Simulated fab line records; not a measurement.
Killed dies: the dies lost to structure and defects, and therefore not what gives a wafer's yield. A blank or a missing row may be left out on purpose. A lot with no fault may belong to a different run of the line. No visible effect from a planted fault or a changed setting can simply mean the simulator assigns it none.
fab line records	flow n5_finfet
[record] lots = 7	wafers = 21	last_day = 18
route steps=1938 shown STI_FIN_REVEAL@187 PASSIVATION@1936
lots untouched by any fault: they come from a run of this same line in which no faults occurred
start_h: hours from the record's first day to the start of the lot's first wafer shown	wait_h: hours from the lot's prior step to this one	" same as the row above	L1.1+2: a row that stands for several wafers	- no value present, or no start provided	* or withheld: withheld	< > ~ a bound
route shown NAME@n: names a module that has steps shown in the file, with the first one's number in the route	usual: mean/standard deviation of fault-free wafers	same: alike in all rows	chamber/n: place in a boat	sites: readings site by site	_std_site: standard deviation across them	_edge_site: the outer-site mean with the inner-site mean subtracted	radius_mm: for every site, how far away it sits from the centre of the wafer	mask NAME#n: copy n	behind: tool/chamber where the wafer was last shaped	hold: why the lot was held/for how many hours/how that ended	device: the transistor (n, p or np) that didn't switch	end of line: tests of these same wafers at the route's end	for a step that has no rows: nothing shown but its recipe	killed: the dies lost at the first sort to structure and to defects; this is not the yield of the wafer	map: per-die view of a wafer (x killed, . not killed, _ where there is no die)
set.NAME: the setting that was run; set.NAME@STEP: the one run at that earlier step	model.NAME: the simulator's own value behind a step, which no gauge read
certain route steps with their lots: each step a table, each wafer a row
services: when a tool's chamber went out of use (start_h, in hours from the record's first day, below 0 if earlier), for how many hours, and the reason
[[steps]]
[step N5_STI_FIN_REVEAL_CMP_04]
[recipe] stop_on = Si3N4	t_overpolish_s = 4	down_force_psi = 2	platen_rpm = 54.18	post_cmp_clean = alkaline_brush	pad_velocity_m_s = 1.078	target_thk_nm = 131.83
[step N5_STI_FIN_REVEAL_THK_MEAS_05]
[usual] thk_nm = 131.8/0.98
lot.wafer	tool	chamber	start_h	wait_h	thk_nm
L779.2	film_metro-01	-	35.05	-	132.2
L779.3	"	-	"	"	131.9
L779.6	"	-	"	"	132.7
L797.4	film_metro-01	-	142.08	-	131.8
L797.5	"	-	"	"	133.2
L797.6	"	-	"	"	131.1
L798.1	film_metro-02	-	149.12	-	131.1
L798.2	"	-	"	"	130.9
L798.5	"	-	"	"	131.4
L799.2	film_metro-02	-	153.73	-	131.7
L799.3	"	-	"	"	133.1
L799.4	"	-	"	"	132.7
L800.1	film_metro-02	-	159.73	-	131.9
L800.5	"	-	"	"	131.1
L800.6	"	-	"	"	131.0
L801.1	film_metro-01	-	165.53	-	132.9
L801.3	"	-	"	"	131.2
L801.5	"	-	"	"	131.1
L802.1	film_metro-02	-	170.76	-	131.0
L802.2	"	-	"	"	132.5
L802.4	"	-	"	"	133.0
[step N5_STI_FIN_REVEAL_DENSIFY_30]
[recipe] temp_c = *	time_s = *	ambient = N2	idle_temp_c = 600	ramp_up_c_per_s = 150	ramp_down_c_per_s = 60	cool_to_c = 600
[usual] lamp_power_pct = 11.53/0.054	lamp_zone_4_pct = 11.528/0.016	wafer_temp_C_max = *
lot.wafer	tool	chamber	start_h	wait_h	lamp_power_pct	lamp_zone_4_pct	wafer_temp_C_max
L779.2	rtp_anneal-02	0	35.11	0.1	11.50	11.527	*
L779.3	"	0	"	"	11.48	11.528	*
L779.6	"	0	"	"	11.51	11.545	*
L797.4	rtp_anneal-01	0	142.19	0.1	11.55	11.543	*
L797.5	"	0	"	"	11.61	11.530	*
L797.6	"	0	"	"	11.52	11.551	*
L798.1	rtp_anneal-02	0	149.15	0.0	11.52	11.573	*
L798.2	"	0	"	"	11.48	11.543	*
L798.5	"	0	"	"	11.52	11.535	*
L799.2	rtp_anneal-01	0	153.83	0.1	11.54	11.525	*
L799.3	"	0	"	"	11.50	11.514	*
L799.4	"	0	"	"	11.62	11.540	*
L800.1	rtp_anneal-02	0	159.75	0.0	11.52	11.539	*
L800.5	"	0	"	"	11.49	11.518	*
L800.6	"	0	"	"	11.47	11.529	*
L801.1	rtp_anneal-01	0	165.56	0.0	11.47	11.535	*
L801.3	"	0	"	"	11.42	11.504	*
L801.5	"	0	"	"	11.49	11.534	*
L802.1	rtp_anneal-01	0	170.79	0.0	11.56	11.529	*
L802.2	"	0	"	"	11.56	11.506	*
L802.4	"	0	"	"	11.47	11.524	*
[step N5_STI_FIN_REVEAL_ETCHBACK_08]
[recipe] chemistry = C4F6/O2	target = SiO2	target_depth_a = 305	time_s = 10.167	ion_energy_ev = 250	pressure_mtorr = 30	source_w = 345	bias_w = 185	Ar_flow_sccm = 300	C4F6_flow_sccm = 10	O2_flow_sccm = 10
[usual] C4F6_flow_sccm = 10.00/0.031	drypump_motor_current_A = 5.8/0.55	mfc_ar_sccm = 300.0/0.9	oes_product_au = 0.81/0.098	rf_vpp_V = 659/11	showerhead_plenum_p_Torr = 2.80/0.056	throttle_valve_pct = 21.11/0.26
lot.wafer	tool	chamber	start_h	wait_h	C4F6_flow_sccm	drypump_motor_current_A	mfc_ar_sccm	oes_product_au	rf_hours_counter_h	rf_vpp_V	showerhead_plenum_p_Torr	throttle_valve_pct
L779.2	rie_diel-02	0	35.32	0.2	9.97	5.0	299.8	1.01	1	666	2.80	20.94
L779.3	"	3	"	"	10.00	6.0	297.8	0.74	168	674	2.85	21.34
L779.6	"	0	"	"	9.96	5.0	300.2	1.02	-	666	2.80	20.95
L797.4	rie_diel-02	3	142.33	0.1	10.03	5.9	300.5	0.71	-	674	2.83	21.41
L797.5	"	2	"	"	10.03	6.2	297.3	0.81	-	643	2.79	21.26
L797.6	"	1	"	"	9.98	5.5	298.9	0.89	-	657	2.79	20.65
L798.1	rie_diel-05	0	149.36	0.2	10.01	6.0	300.9	0.78	120	649	2.74	20.93
L798.2	"	2	"	"	9.98	6.6	300.7	0.71	193	680	2.82	21.16
L798.5	"	1	"	"	10.02	6.4	300.4	0.91	-	670	2.80	21.09
L799.2	rie_diel-02	3	154.01	0.2	10.03	6.0	301.1	0.71	213	673	2.83	21.41
L799.3	"	0	"	"	10.00	5.0	299.9	0.91	39	664	2.79	21.00
L799.4	"	2	"	"	10.03	6.3	299.6	0.80	82	642	2.79	21.25
L800.1	rie_diel-02	2	159.96	0.2	10.01	6.2	299.6	0.81	84	643	2.78	21.26
L800.5	"	0	"	"	9.97	5.1	300.6	0.89	-	667	2.79	20.98
L800.6	"	1	"	"	10.00	5.5	300.8	0.88	-	657	2.79	20.65
L801.1	rie_diel-06	3	165.77	0.2	9.99	6.5	299.8	0.73	173	657	2.95	21.32
L801.3	"	2	"	"	9.98	6.2	300.3	0.93	22	647	2.80	21.11
L801.5	"	0	"	"	10.03	4.9	299.4	0.72	-	651	2.71	21.62
L802.1	rie_diel-02	2	171.04	0.2	9.94	6.3	300.3	0.80	89	642	2.78	21.26
L802.2	"	1	"	"	10.02	5.5	300.1	0.88	34	657	2.79	20.66
L802.4	"	3	"	"	9.99	6.0	299.0	0.71	219	674	2.82	21.41
[step N5_STI_FIN_REVEAL_STRIP_24]
[recipe] chemistry = N2/H2	time_s = 90	power_w = 100	temp_c = 40	pressure_mtorr = 100	rf_frequency_hz = 6e+07	bias_power_w = 3	n2_flow_sccm = 300	h2_flow_sccm = 300
[usual] drypump_motor_current_A = 5.8/0.56	oes_product_au = 0.81/0.099	rf_vpp_V = 45.1/0.83	showerhead_plenum_p_Torr = 3.32/0.074	throttle_valve_pct = 12.1/0.33
lot.wafer	tool	chamber	start_h	wait_h	drypump_motor_current_A	oes_product_au	rf_hours_counter_h	rf_vpp_V	showerhead_plenum_p_Torr	throttle_valve_pct
L779.2	rie_diel-02	0	35.36	0.0	5.1	1.00	1	45.9	3.35	11.9
L779.3	"	3	"	"	6.0	0.74	168	43.4	3.38	12.4
L779.6	"	0	"	"	5.0	1.00	-	43.3	3.35	12.0
L797.4	rie_diel-02	3	142.40	0.0	6.0	0.71	-	44.2	3.36	12.6
L797.5	"	2	"	"	6.2	0.80	-	45.1	3.29	12.2
L797.6	"	1	"	"	5.5	0.89	-	45.7	3.30	11.6
L798.1	rie_diel-05	0	149.39	0.0	6.0	0.78	120	44.7	3.28	12.1
L798.2	"	2	"	"	6.6	0.71	193	46.2	3.36	12.4
L798.5	"	1	"	"	6.4	0.91	-	45.3	3.29	11.8
L799.2	rie_diel-02	3	154.05	0.0	6.0	0.70	213	45.7	3.35	12.6
L799.3	"	0	"	"	5.1	0.89	39	45.5	3.33	12.1
L799.4	"	2	"	"	6.3	0.79	82	44.8	3.29	12.2
L800.1	rie_diel-02	2	160.00	0.0	6.3	0.79	84	44.3	3.29	12.2
L800.5	"	0	"	"	5.1	0.90	-	44.4	3.33	12.0
L800.6	"	1	"	"	5.5	0.88	-	44.8	3.29	11.6
L801.1	rie_diel-06	3	165.81	0.0	6.5	0.73	173	45.7	3.52	12.5
L801.3	"	2	"	"	6.2	0.93	22	44.7	3.31	12.0
L801.5	"	0	"	"	4.9	0.71	-	46.0	3.22	12.7
L802.1	rie_diel-02	2	171.08	0.0	6.3	0.79	89	46.0	3.28	12.2
L802.2	"	1	"	"	5.5	0.87	34	45.8	3.29	11.6
L802.4	"	3	"	"	6.0	0.70	219	44.7	3.35	12.6
[step N5_STI_FIN_REVEAL_PRECLEAN_25]
[recipe] chemistry = SPM	time_s = 90	temp_c = 120	mix = 4:1
[step N5_STI_FIN_REVEAL_PRECLEAN_26]
[recipe] chemistry = SC1	time_s = 45	temp_c = 46	mix = 1:2:100
[step N5_STI_FIN_REVEAL_PRECLEAN_29]
[recipe] chemistry = DHF	time_s = 30	temp_c = 25	dilution = 300:1
[step N5_STI_FIN_REVEAL_SRD_12]
[recipe] time_s = 30	temp_c = 23	rinse_liquid = diw	dry = ipa_marangoni
[step N5_STI_FIN_REVEAL_RECESS_09]
[recipe] chemistry = HF/NH3	target = SiO2	afs_cycles = 11	target_depth_a = 425	temp_c = 30	sublimation_temp_c = 180	sublimation_time_s = 60
[usual] drypump_motor_current_A = 5.9/0.6
lot.wafer	tool	chamber	start_h	wait_h	drypump_motor_current_A
L779.2	vapor_etch-01	0	35.57	0.0	4.8
L779.3	"	1	"	"	6.1
L779.6	"	1	"	"	6.1
L797.4	vapor_etch-02	1	143.10	0.6	6.4
L797.5	"	0	"	"	6.1
L797.6	"	1	"	"	6.4
L798.1	vapor_etch-02	1	149.62	0.0	6.4
L798.2	"	0	"	"	6.1
L798.5	"	1	150.68	1.1	6.4
L799.2	vapor_etch-02	1	154.26	0.0	6.4
L799.3	"	0	"	"	6.1
L799.4	"	1	"	"	6.4
L800.1	vapor_etch-01	1	160.22	0.0	6.1
L800.5	"	0	161.28	1.1	4.8
L800.6	"	1	"	"	6.1
L801.1	vapor_etch-02	1	166.02	0.0	6.4
L801.3	"	0	"	"	6.1
L801.5	"	0	"	"	6.1
L802.1	vapor_etch-02	0	171.29	0.0	6.1
L802.2	"	1	"	"	6.4
L802.4	"	1	"	"	6.4
[step N5_STI_FIN_REVEAL_STRIP_16]
[recipe] chemistry = H3PO4	material = SiNx	temp_c = 165	target_depth_a = 238	overetch_fraction = 0.4964	dry = ipa_marangoni
[step N5_STI_FIN_REVEAL_PRECLEAN_17]
[recipe] chemistry = NF3:NH3	afs_cycles = 1	temp_c = 30	time_s = 20	sublimation_temp_c = 180	sublimation_time_s = 60	pressure_torr = 3	rf_power_w = 30
[step N5_STI_FIN_REVEAL_ETCH_34]
[recipe] chemistry = H2	mode = isotropic	material = Si	target = Si	target_depth_a = 9.7	temp_c = 20	pressure_mtorr = 4.5	icp_w = 300	bias_w = 0	h2_flow_sccm = 7.5	he_flow_sccm = 142.5
[usual] bias_w = 0/0	chamber_pressure_mTorr = 4.500/0.0042	drypump_motor_current_A = 5.9/0.32	oes_product_au = 1.002/0.015	throttle_valve_pct = 25.9/0.5
lot.wafer	tool	chamber	start_h	wait_h	bias_w	chamber_pressure_mTorr	drypump_motor_current_A	oes_product_au	rf_hours_counter_h	throttle_valve_pct
L779.2	rie_si-05	3	37.67	0.1	0	4.505	5.6	0.980	47	25.7
L779.3	"	1	"	"	0	4.507	6.4	0.981	8	25.9
L779.6	"	1	"	"	0	4.497	6.4	0.975	-	25.9
L797.4	rie_si-04	2	144.66	0.1	-	-	-	-	-	-
L797.5	"	3	"	"	-	-	-	-	-	-
L797.6	"	0	"	"	-	-	-	-	-	-
L798.1	rie_si-04	0	151.73	0.2	-	-	-	-	-	-
L798.2	"	2	"	"	-	-	-	-	-	-
L798.5	"	3	"	"	-	-	-	-	-	-
L799.2	rie_si-02	0	156.38	0.1	-	-	-	-	-	-
L799.3	"	3	"	"	-	-	-	-	-	-
L799.4	"	2	"	"	-	-	-	-	-	-
L800.1	rie_si-05	0	162.31	0.2	0	4.499	5.7	1.011	87	25.0
L800.5	"	1	"	"	0	4.499	6.4	0.985	-	25.9
L800.6	"	0	"	"	0	4.501	5.7	1.010	-	25.1
L801.1	rie_si-05	1	168.12	0.2	0	4.500	6.5	0.984	10	25.9
L801.3	"	2	"	"	0	4.498	5.2	1.021	3	25.3
L801.5	"	2	"	"	0	4.497	5.2	1.024	-	25.2
L802.1	rie_si-02	1	173.69	0.2	0	4.497	6.3	0.999	126	25.8
L802.2	"	3	"	"	0	4.496	5.6	0.981	98	25.4
L802.4	"	2	"	"	0	4.497	6.0	1.024	116	26.2
[step N5_STI_FIN_REVEAL_OXIDATION_31]
[recipe] chemistry = O2_PLASMA_REMOTE	temp_c = 150	time_s = 20	pressure_mtorr = 1000	source_power_w = 2000	o2_flow_sccm = 3000
[step N5_STI_FIN_REVEAL_PRECLEAN_32]
[recipe] chemistry = NF3:NH3	afs_cycles = 1	temp_c = 30	time_s = 20	sublimation_temp_c = 180	sublimation_time_s = 60	pressure_torr = 3	rf_power_w = 30
[step N5_STI_FIN_REVEAL_STRIP_35]
[recipe] chemistry = H3PO4	material = Si3N4	temp_c = 165	target_depth_a = 40	time_s = 39
[step N5_STI_FIN_REVEAL_SRD_21]
[recipe] dry = ipa_marangoni	time_s = 30	temp_c = 23	rinse_liquid = diw
[step N5_STI_FIN_REVEAL_OXIDATION_33]
[recipe] chemistry = O2_PLASMA_REMOTE	temp_c = 150	time_s = 20	pressure_mtorr = 1000	source_power_w = 2000	o2_flow_sccm = 3000
[usual] drypump_motor_current_A = 5.6/0.33	heater_power_w = 149/11
lot.wafer	tool	chamber	start_h	wait_h	drypump_motor_current_A	heater_power_w	rf_hours_counter_h
L779.2	plasma_asher-02	1	38.09	0.0	5.1	135	79
L779.3	"	1	"	"	5.1	137	-
L779.6	"	1	"	"	5.1	134	-
L797.4	plasma_asher-01	0	145.09	0.0	6.0	162	-
L797.5	"	1	"	"	5.6	154	-
L797.6	"	0	"	"	6.0	157	-
L798.1	plasma_asher-02	1	152.14	0.0	5.0	134	102
L798.2	"	0	"	"	5.7	146	102
L798.5	"	0	"	"	5.7	145	-
L799.2	plasma_asher-02	0	156.79	0.0	5.7	147	103
L799.3	"	0	"	"	5.8	144	-
L799.4	"	1	"	"	5.1	132	-
L800.1	plasma_asher-02	1	162.72	0.0	5.0	135	104
L800.5	"	1	"	"	5.0	135	-
L800.6	"	0	"	"	5.7	148	-
L801.1	plasma_asher-01	0	168.55	0.0	6.0	164	57
L801.3	"	0	"	"	6.0	162	-
L801.5	"	1	"	"	5.6	157	-
L802.1	plasma_asher-01	0	174.16	0.0	5.9	160	58
L802.2	"	1	"	"	5.6	160	58
L802.4	"	0	"	"	5.9	161	-
[step N5_STI_FIN_REVEAL_CLEAN_19]
[recipe] chemistry = O3/DIW	temp_c = 25	time_s = 120	o3_ppm = 10
[step N5_STI_FIN_REVEAL_SRD_23]
[recipe] dry = ipa_marangoni	time_s = 30	temp_c = 23	rinse_liquid = diw
[step N5_STI_FIN_REVEAL_CD_MEAS_22]
[recipe] target_cd_nm = 6.238	pitch_nm = 28	polarity = line
[usual] cd_nm = 6.31/0.26
lot.wafer	tool	chamber	start_h	wait_h	cd_nm
L779.2	cd_sem-03	-	38.26	0.0	6.37
L779.3	"	-	"	"	5.97
L779.6	"	-	"	"	6.79
L797.4	cd_sem-03	-	145.25	0.0	7.85
L797.5	"	-	"	"	7.83
L797.6	"	-	"	"	7.69
L798.1	cd_sem-02	-	152.31	0.0	8.06
L798.2	"	-	"	"	7.79
L798.5	"	-	"	"	8.00
L799.2	cd_sem-01	-	156.95	0.0	8.13
L799.3	"	-	"	"	7.99
L799.4	"	-	"	"	8.07
L800.1	cd_sem-01	-	162.88	0.0	6.45
L800.5	"	-	"	"	6.43
L800.6	"	-	"	"	6.43
L801.1	cd_sem-02	-	168.71	0.0	6.05
L801.3	"	-	"	"	6.58
L801.5	"	-	"	"	6.31
L802.1	cd_sem-02	-	174.38	0.0	6.41
L802.2	"	-	"	"	6.29
L802.4	"	-	"	"	6.16
[step N5_STI_FIN_REVEAL_FIN_H_MEAS_10]
[usual] trench_depth_nm = 52.2/0.81
lot.wafer	tool	chamber	start_h	wait_h	trench_depth_nm
L779.2	ocd-02	-	38.29	0.0	52.0
L779.3	"	-	"	"	51.6
L779.6	"	-	"	"	52.3
L797.4	ocd-02	-	145.28	0.0	50.9
L797.5	"	-	"	"	51.8
L797.6	"	-	"	"	51.2
L798.1	ocd-02	-	152.34	0.0	51.1
L798.2	"	-	"	"	51.3
L798.5	"	-	"	"	52.0
L799.2	ocd-01	-	156.98	0.0	52.1
L799.3	"	-	"	"	53.1
L799.4	"	-	"	"	51.8
L800.1	ocd-02	-	162.91	0.0	52.6
L800.5	"	-	"	"	52.6
L800.6	"	-	"	"	52.2
L801.1	ocd-01	-	168.74	0.0	50.9
L801.3	"	-	"	"	52.1
L801.5	"	-	"	"	53.1
L802.1	ocd-01	-	174.41	0.0	53.8
L802.2	"	-	"	"	52.9
L802.4	"	-	"	"	52.5
[step N5_PASSIVATION_PROBE_49]
[usual] killed_at_M0_to_M3 = 36/10	killed_at_M4_up = 13/5.5	killed_at_contacts = 12/5.6	killed_at_front_end = 42/12	killed_at_other = 4/3.2	killed_dies = 108/18	killed_open = 71/13	killed_short = 34/7.8
[same] gross_dies = 1180	killed_at_back_side = 0
lot.wafer	tool	chamber	start_h	wait_h	killed_at_M0_to_M3	killed_at_M4_up	killed_at_contacts	killed_at_front_end	killed_at_other	killed_dies	killed_open	killed_short
L779.2	prober-02	-	272.00	0.1	36	13	8	45	0	102	62	37
L779.3	prober-02	-	272.05	0.1	42	19	10	50	3	124	86	29
L779.6	prober-02	-	272.20	0.3	36	8	8	43	12	107	67	38
L799.2	prober-02	-	399.00	0.1	49	31	18	47	1	146	97	49
L799.3	prober-02	-	399.05	0.1	48	14	14	46	3	125	73	50
L799.4	prober-02	-	399.10	0.2	47	27	17	50	4	145	99	46
L798.1	prober-01	-	399.11	0.0	29	4	17	37	13	100	63	36
L798.2	prober-01	-	399.16	0.1	53	9	10	30	8	110	72	38
L798.5	prober-01	-	399.31	0.2	38	13	18	47	6	122	85	37
L797.4	prober-01	-	401.05	0.2	47	11	6	37	0	101	69	28
L797.5	prober-01	-	401.10	0.2	29	17	9	58	2	115	84	30
L797.6	prober-01	-	401.15	0.3	35	19	16	46	12	128	81	45
L800.1	prober-01	-	410.72	0.0	23	17	17	44	0	101	68	29
L800.5	prober-01	-	410.92	0.2	47	12	8	46	1	114	71	37
L800.6	prober-01	-	410.97	0.3	28	11	14	39	3	95	65	30
L802.1	prober-01	-	440.46	0.0	19	7	11	46	3	86	47	37
L802.2	prober-01	-	440.51	0.1	27	11	15	47	8	108	73	33
L802.4	prober-01	-	440.61	0.2	31	16	9	40	6	102	58	44
L801.1	prober-01	-	440.76	0.3	40	21	20	50	5	136	89	46
L801.3	prober-01	-	440.86	0.4	54	19	15	47	1	136	79	56
L801.5	prober-01	-	440.96	0.5	30	14	23	74	10	151	94	56
// killed by level:class
L779.2 BEOL_M0_SAQP:geometric_particle:short=12 FIN_SAQP:geometric_particle:short=11 STI_FIN_REVEAL:geometric_particle:open=9 BEOL_M0_SAQP:geometric_particle:open=9 MOL_CONTACT_COAG:geometric_particle:open=7 DUMMY_GATE:geometric_particle:open=6 BEOL_M3:geometric_particle:open=6 BEOL_M4:geometric_particle:open=5
L779.3 FIN_SAQP:geometric_particle:open=16 BEOL_M0_SAQP:geometric_particle:open=16 BEOL_M3:geometric_particle:open=11 BEOL_M0_SAQP:geometric_particle:short=9 STI_FIN_REVEAL:geometric_particle:open=7 BEOL_M4:geometric_particle:open=7 MOL_CONTACT_COAG:geometric_particle:open=7 HKMG_FIN:area_etch=7
L779.6 GATE_CUT:geometric_particle:short=8 BEOL_M0_SAQP:geometric_particle:short=8 BEOL_M0_SAQP:geometric_particle:open=8 BEOL_M2:geometric_particle:open=8 FIN_SAQP:geometric_particle:short=7 BEOL_M3:geometric_particle:open=7 MOL_CONTACT_COAG:geometric_particle:open=6 STI_FIN_REVEAL:geometric_particle:open=5
L799.2 BEOL_M0_SAQP:geometric_particle:open=18 BEOL_M0_SAQP:geometric_particle:short=17 STI_FIN_REVEAL:geometric_particle:open=13 BEOL_M4:geometric_particle:open=13 FIN_SAQP:geometric_particle:open=11 MOL_CONTACT_COAG:geometric_particle:open=10 MOL_CONTACT_COAG:geometric_particle:short=8 BEOL_M4:geometric_particle:short=8
L799.3 FIN_SAQP:geometric_particle:short=16 BEOL_M0_SAQP:geometric_particle:short=14 MOL_CONTACT_COAG:geometric_particle:open=12 BEOL_M0_SAQP:geometric_particle:open=11 BEOL_M2:geometric_particle:open=8 STI_FIN_REVEAL:geometric_particle:open=6 BEOL_M1:geometric_particle:open=6 BEOL_M3:geometric_particle:open=6
L799.4 BEOL_M4:geometric_particle:open=15 FIN_SAQP:geometric_particle:open=14 MOL_CONTACT_COAG:geometric_particle:open=14 FIN_SAQP:geometric_particle:short=12 BEOL_M0_SAQP:geometric_particle:open=11 BEOL_M0_SAQP:geometric_particle:short=11 BEOL_M3:geometric_particle:open=9 BEOL_M1:geometric_particle:open=6
L798.1 FIN_SAQP:geometric_particle:open=11 MOL_CONTACT_COAG:geometric_particle:open=10 FIN_SAQP:geometric_particle:short=8 BEOL_M0_SAQP:geometric_particle:short=8 MOL_CONTACT_COAG:geometric_particle:short=7 BEOL_M1:geometric_particle:open=5 BEOL_M2:geometric_particle:open=5 BEOL_M0_SAQP:geometric_particle:open=4
L798.2 BEOL_M0_SAQP:geometric_particle:short=18 BEOL_M1:geometric_particle:open=13 BEOL_M0_SAQP:geometric_particle:open=8 MOL_CONTACT_COAG:geometric_particle:open=8 FIN_SAQP:geometric_particle:open=5 MIM_TOP_ETCH:geometric_particle:open=5 BEOL_M2:geometric_particle:open=5 BEOL_M4:geometric_particle:open=4
L798.5 FIN_SAQP:geometric_particle:open=15 MOL_CONTACT_COAG:geometric_particle:open=15 FIN_SAQP:geometric_particle:short=10 BEOL_M3:geometric_particle:open=9 BEOL_M4:geometric_particle:open=7 BEOL_M2:geometric_particle:open=7 DUMMY_GATE:geometric_particle:open=6 BEOL_M0_SAQP:geometric_particle:short=6
L797.4 BEOL_M3:geometric_particle:open=15 BEOL_M2:geometric_particle:open=9 STI_FIN_REVEAL:geometric_particle:open=8 BEOL_M0_SAQP:geometric_particle:open=7 DUMMY_GATE:geometric_particle:open=6 FIN_SAQP:geometric_particle:open=5 BEOL_M0_SAQP:geometric_particle:short=5 MOL_CONTACT_COAG:geometric_particle:open=4
L797.5 STI_FIN_REVEAL:geometric_particle:open=29 BEOL_M0_SAQP:geometric_particle:short=8 FIN_SAQP:geometric_particle:short=7 MOL_CONTACT_COAG:geometric_particle:open=7 BEOL_M4:geometric_particle:open=7 BEOL_M0_SAQP:geometric_particle:open=6 BEOL_M2:geometric_particle:open=5 BEOL_M3:geometric_particle:open=5
L797.6 MOL_CONTACT_COAG:geometric_particle:open=14 STI_FIN_REVEAL:geometric_particle:open=12 FIN_SAQP:geometric_particle:short=11 BEOL_M3:geometric_particle:open=10 FIN_SAQP:geometric_particle:open=7 STI_FIN_REVEAL:geometric_particle:short=6 BEOL_M2:geometric_particle:open=6 BEOL_M5:geometric_particle:open=5
L800.1 FIN_SAQP:geometric_particle:open=13 MOL_CONTACT_COAG:geometric_particle:open=13 DUMMY_GATE:geometric_particle:open=8 FIN_SAQP:geometric_particle:short=7 BEOL_M4:geometric_particle:open=7 DUMMY_GATE:geometric_particle:short=5 BEOL_M0_SAQP:geometric_particle:short=5 STI_FIN_REVEAL:geometric_particle:open=4
L800.5 BEOL_M0_SAQP:geometric_particle:open=18 BEOL_M0_SAQP:geometric_particle:short=16 FIN_SAQP:geometric_particle:open=13 MOL_CONTACT_COAG:geometric_particle:open=7 FIN_SAQP:geometric_particle:short=6 STI_FIN_REVEAL:geometric_particle:open=5 GATE_CUT:geometric_particle:short=5 DUMMY_GATE:geometric_particle:open=4
L800.6 MOL_CONTACT_COAG:geometric_particle:open=13 FIN_SAQP:geometric_particle:open=10 FIN_SAQP:geometric_particle:short=9 BEOL_M0_SAQP:geometric_particle:short=7 BEOL_M2:geometric_particle:open=7 BEOL_M0_SAQP:geometric_particle:open=6 STARTING-WAFER:geometric_particle:open=4 ILD0:geometric_particle:short=3
L802.1 MOL_CONTACT_COAG:geometric_particle:open=11 STI_FIN_REVEAL:geometric_particle:open=9 FIN_SAQP:geometric_particle:short=8 BEOL_M0_SAQP:geometric_particle:short=8 FIN_SAQP:geometric_particle:open=6 BEOL_M1:geometric_particle:open=5 BEOL_M1:geometric_particle:short=4 STARTING-WAFER:geometric_particle:open=4
L802.2 STI_FIN_REVEAL:geometric_particle:open=17 MOL_CONTACT_COAG:geometric_particle:open=12 BEOL_M4:geometric_particle:open=7 BEOL_M0_SAQP:geometric_particle:short=6 STI_FIN_REVEAL:geometric_particle:short=5 DUMMY_GATE:geometric_particle:open=5 BEOL_M1:geometric_particle:open=5 FIN_SAQP:geometric_particle:open=4
L802.4 BEOL_M1:geometric_particle:short=10 BEOL_M4:geometric_particle:open=10 FIN_SAQP:geometric_particle:short=8 FIN_SAQP:geometric_particle:open=8 MOL_CONTACT_COAG:geometric_particle:open=8 STI_FIN_REVEAL:geometric_particle:open=7 BEOL_M0_SAQP:geometric_particle:open=7 BEOL_M0_SAQP:geometric_particle:short=5
L801.1 MOL_CONTACT_COAG:geometric_particle:open=16 BEOL_M4:geometric_particle:open=14 FIN_SAQP:geometric_particle:short=14 BEOL_M1:geometric_particle:open=12 STI_FIN_REVEAL:geometric_particle:open=11 BEOL_M1:geometric_particle:short=11 BEOL_M3:geometric_particle:open=6 FIN_SAQP:geometric_particle:open=5
L801.3 BEOL_M0_SAQP:geometric_particle:short=15 FIN_SAQP:geometric_particle:short=13 BEOL_M3:geometric_particle:open=12 BEOL_M4:geometric_particle:open=11 BEOL_M0_SAQP:geometric_particle:open=11 STI_FIN_REVEAL:geometric_particle:open=9 MOL_CONTACT_COAG:geometric_particle:open=8 FIN_SAQP:geometric_particle:open=7
L801.5 STI_FIN_REVEAL:geometric_particle:open=22 MOL_CONTACT_COAG:geometric_particle:open=21 FIN_SAQP:geometric_particle:short=14 FIN_SAQP:geometric_particle:open=9 BEOL_M0_SAQP:geometric_particle:short=9 BEOL_M3:geometric_particle:open=8 BEOL_M1:geometric_particle:open=5 DUMMY_GATE:geometric_particle:open=5
[[services]]
tool	chamber	start_h	hours	kind
rie_diel-02	1	19.15	8.3	repair
plasma_asher-02	-	23.89	4.4	repair
rie_diel-02	2	28.12	8.7	repair
rie_diel-02	3	37.87	1.7	repair
rie_diel-05	3	38.24	-	clean
rie_diel-05	3	38.24	-	consumable_replace:focus_ring
rie_diel-05	3	38.24	23.9	scheduled_down
rie_diel-05	3	38.24	23.9	vent_cycle
plasma_asher-01	-	52.56	3.0	repair
rie_diel-06	3	55.70	20.6	repair
rie_si-04	-	56.92	15.6	pm
rtp_anneal-02	-	62.01	1.5	pm
rie_si-04	2	72.52	-	clean
rie_si-04	2	72.52	25.6	scheduled_down
rie_diel-02	1	74.76	-	clean
rie_diel-02	1	74.76	-	consumable_replace:focus_ring
rie_diel-02	1	74.76	16.1	scheduled_down
rie_diel-02	1	74.76	16.1	vent_cycle
plasma_asher-02	-	88.29	2.8	pm
rie_diel-06	2	89.66	4.8	repair
vapor_etch-01	-	115.02	0.4	repair
rie_diel-02	0	126.72	16.1	repair
rie_si-05	-	130.48	14.6	pm
rie_diel-05	1	162.15	36.3	repair
[[key]]
[first_sign] step = N5_STI_FIN_REVEAL_ETCH_34	reading = tool_record	direction = missing
[effect] step = N5_STI_FIN_REVEAL_CD_MEAS_22	reading = cd_nm	direction = up	sigmas = 6.2	usual = 6.31	struck = 7.93
met_at N5_STI_FIN_REVEAL_ETCH_34
struck_wafers L797.4,L797.5,L797.6,L798.1,L798.2,L798.5,L799.2,L799.3,L799.4
tester_left_out L797,L798,L799
[fault] kind = skipped_step_whole	tool = rie_si-02,rie_si-04	chamber = -	onset_h = 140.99	steps = N5_STI_FIN_REVEAL_ETCH_34	scope = struck_lots_only
// tester_left_out: of these lots the tester's yield and bins aren't shown, on N5 and GAA mostly nor the transistor test; their killed dies are dies lost to structure and defects alone, not to doping, threshold or leakage, so they don't give the yield
